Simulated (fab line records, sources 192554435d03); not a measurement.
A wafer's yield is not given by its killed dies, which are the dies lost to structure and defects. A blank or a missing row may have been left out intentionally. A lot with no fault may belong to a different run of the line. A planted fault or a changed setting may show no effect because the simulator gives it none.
Chamber matching -- flow n5Finfet -- rieDiel-06 running N5_SD_EPI_P_ETCH_47: 4 sister chambers
The step etches SiOCN in CH3F/O2, target depth 25 nm. 8 wafers are shown with their chamber, then 8 later ones without.

## EACH WAFER AND ITS CHAMBER
wafer,chamber,showerheadPlenumPTorr (Torr),drypumpMotorCurrentA (A)
L077.5,3,1.98,5.2
L077.6,0,2.00,5.4
L079.5,0,2.00,5.4
L079.6,1,1.90,5.7
L084.2,1,1.89,5.7
L084.3,3,1.97,5.1
L084.4,2,2.03,5.8
L086.4,2,2.03,5.8

## WAFERS WITHOUT THEIR CHAMBER
wafer,showerheadPlenumPTorr (Torr),drypumpMotorCurrentA (A)
L086.5,1.89,5.7
L086.6,1.97,5.2
L092.2,1.97,5.2
L092.5,1.89,5.7
L092.6,2.02,5.8
L093.1,2.02,5.8
L093.3,1.99,5.4
L093.6,2.02,5.8

## THE CHAMBER EACH PASSED THROUGH
wafer,from the rows above,in truth
L086.5,1,1
L086.6,3,3
L092.2,3,3
L092.5,1,1
L092.6,2,2
L093.1,2,2
L093.3,0,0
L093.6,2,2
Correctly placed: 8 of 8. Not placeable from these rows: 0. 0 placed wrongly.
How it was worked out, from the rows above alone: a wafer's distance from a chamber is the root of the sum, over the readings, of the square of ((its reading less the chamber's mean) divided by the reading's scatter). The wafer belongs to the nearest chamber; if the next one is less than 2 further off, it can't be placed. For every chamber, the mean is computed from those of its wafers that are shown. How the scatter is found: for the shown wafers, subtract from each reading the mean of its chamber, square and add these, divide the total by (wafers less chambers), then take the root.
